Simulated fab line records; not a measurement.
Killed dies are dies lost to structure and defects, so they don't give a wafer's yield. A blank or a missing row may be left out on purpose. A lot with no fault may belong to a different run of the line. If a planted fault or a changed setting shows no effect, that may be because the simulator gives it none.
Matching of chambers ; flow n5-finfet ; N5_MOL_CONTACT_COAG_ETCH_48 on rie-diel-02 has 4 sister chambers
The step etches SiOC in C4F6/O2, target depth 15 nm, overetch 4.5 nm, time 17 s. 18 wafers are shown with their chamber, then 9 later ones without.

== WAFERS PAIRED WITH THEIR CHAMBERS ==
wafer;chamber;rf-vpp-V (V);drypump-motor-current-A (A);showerhead-plenum-p-Torr (Torr)
L075.1;2;1584;5.7;2.80
L075.2;3;1608;5.1;2.90
L075.4;3;1606;5.1;2.90
L076.1;3;1607;5.1;2.90
L076.2;1;1563;6.1;2.85
L076.4;3;1607;5.1;2.90
L081.3;1;1561;6.1;2.84
L081.5;3;1608;5.1;2.90
L081.6;0;1606;5.3;2.81
L086.1;0;1606;5.3;2.80
L086.2;3;1607;5.1;2.89
L086.6;1;1562;6.2;2.84
L088.1;0;1606;5.2;2.80
L088.4;3;1607;5.1;2.89
L088.5;0;1607;5.2;2.80
L090.1;1;1562;6.2;2.83
L090.3;2;1584;5.7;2.78
L090.6;1;1560;6.1;2.83

SIGNATURES (averages over the wafers above)
reading;chamber 0;chamber 1;chamber 2;chamber 3;scatter within a chamber
rf-vpp-V;1606.25;1561.60;1584.00;1607.14;0.793
drypump-motor-current-A;5.250;6.140;5.700;5.100;0.0396
showerhead-plenum-p-Torr;2.8025;2.8380;2.7900;2.8971;0.00706
Rule: distance of a wafer from a chamber = root of the sum over the readings of ((wafer's reading minus chamber's mean) / reading's scatter) squared. The wafer belongs to the nearest chamber; if the next one is less than 2 further off, it can't be placed. The scatter: the root of (the sum of the squares of (reading less its chamber's mean) over the shown wafers, divided by (wafers less chambers)).

== WAFERS MISSING THEIR CHAMBER ==
wafer;rf-vpp-V (V);drypump-motor-current-A (A);showerhead-plenum-p-Torr (Torr)
L091.2;1608;5.1;2.88
L091.4;1604;5.2;2.80
L091.5;1606;5.1;2.88
L092.2;1561;6.2;2.83
L092.4;1606;5.1;2.88
L092.5;1606;5.2;2.80
L095.3;1584;5.7;2.78
L095.5;1605;5.2;2.79
L095.6;1561;6.2;2.83

== WHICH CHAMBER EACH WENT THROUGH ==
wafer;from the rows above;in truth
L091.2;3;3
L091.4;0;0
L091.5;3;3
L092.2;1;1
L092.4;3;3
L092.5;0;0
L095.3;2;2
L095.5;0;0
L095.6;1;1
Correctly placed: 9 of 9. Left unplaced by these rows: 0. Wrongly placed: 0.
